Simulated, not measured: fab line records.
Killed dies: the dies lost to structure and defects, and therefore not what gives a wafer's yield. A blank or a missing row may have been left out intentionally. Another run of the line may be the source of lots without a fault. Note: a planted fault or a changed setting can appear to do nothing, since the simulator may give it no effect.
Comparing a struck lot with a sound one | flow nand harc | 17 steps out of a route of 1159
Sound: wafers L205.3, L205.4, L205.5. Struck: wafers L209.1, L209.2, L209.5. At the end, the cause is stated.
Order at every step that has rows: each side's tool, ch and its chambers, its first start. Under that, the readings that differ: sound wafers | struck wafers | difference of the means | sigmas: that difference in standard deviations of wafers without a fault.
alike: a reading whose means differ by less than 2 such deviations, as well as words and numbers matching on both sides. not compared: withheld readings; readings where some wafer has no value; bounds like >300 that might hide an equal value; numbers whose values overlap and for which the record gives no deviation.
The two part at a step that has a row with sigmas, a row that says differs or no value, or rows on one side only. When numbers do not overlap yet have no deviation, they are printed without sigmas and do not part them. A reading that every wafer of one side lacks parts them only if that side has two wafers or more.

NHARC_P_ZERO_WELL_CD_MEAS_24 targets a cd of 720 nm.
  sound on cd sem-01 ch 0, day 2 02:20; struck on cd sem-03 ch 0, day 3 02:35
  alike: cd nm
then, 1 step without rows for these wafers: NHARC_P_ZERO_WELL_HARDBAKE_25 (time 80 s).
NHARC_P_ZERO_WELL_DESCUM_26: chemistry O2, time 3 s.
  sound on rie diel-11 ch 2,3, day 2 02:31; struck on rie diel-06 ch 0,1,2, day 3 02:44
  alike: drypump motor current A, oes product au, rf vpp V, showerhead plenum p Torr, throttle valve pct
  not compared: rf hours counter h
then, 9 steps without rows for these wafers: NHARC_P_ZERO_WELL_IMPLANT_27; NHARC_P_ZERO_WELL_IMPLANT_57; NHARC_P_ZERO_WELL_IMPLANT_58; NHARC_P_ZERO_WELL_STRIP_28 (strips in SPM, time 840 s); NHARC_P_ZERO_WELL_DEHYDRATE_29 (time 120 s); NHARC_P_ZERO_WELL_HMDS_30 (time 30 s); NHARC_P_ZERO_WELL_COAT_31; NHARC_P_ZERO_WELL_SOFTBAKE_32 (time 95 s); NHARC_P_ZERO_WELL_EBR_33.
NHARC_P_ZERO_WELL_EXPOSE_34: exposes mask P PWELL, target cd 720 nm.
  sound on krf scanner-04 ch 0, day 2 03:52; struck on krf scanner-02 ch 0, day 3 04:04
  reading | sound                         | struck                     | difference | sigmas
  mask    | P_PWELL#0 P_PWELL#0 P_PWELL#0 | P_HVPW#0 P_HVPW#0 P_HVPW#0 | differs    |
then, 2 steps without rows for these wafers: NHARC_P_ZERO_WELL_PEB_35 (peb time 85 s); NHARC_P_ZERO_WELL_DEVELOP_36 (time 70 s).
NHARC_P_ZERO_WELL_CD_MEAS_37 targets a cd of 720 nm.
  sound on cd sem-02 ch 0, day 2 04:01; struck on cd sem-03 ch 0, day 3 04:14
  reading    | sound             | struck | difference                    | sigmas
  cd nm (nm) | 722.7 723.2 720.6 | - - -  | no value on the struck wafers |
then, 1 step without rows for these wafers: NHARC_P_ZERO_WELL_HARDBAKE_38 (time 80 s).

## WHERE THEY PART
At NHARC_P_ZERO_WELL_EXPOSE_34 first; at NHARC_P_ZERO_WELL_CD_MEAS_37 last (within this record only).

WHY: what had been put in by the simulator
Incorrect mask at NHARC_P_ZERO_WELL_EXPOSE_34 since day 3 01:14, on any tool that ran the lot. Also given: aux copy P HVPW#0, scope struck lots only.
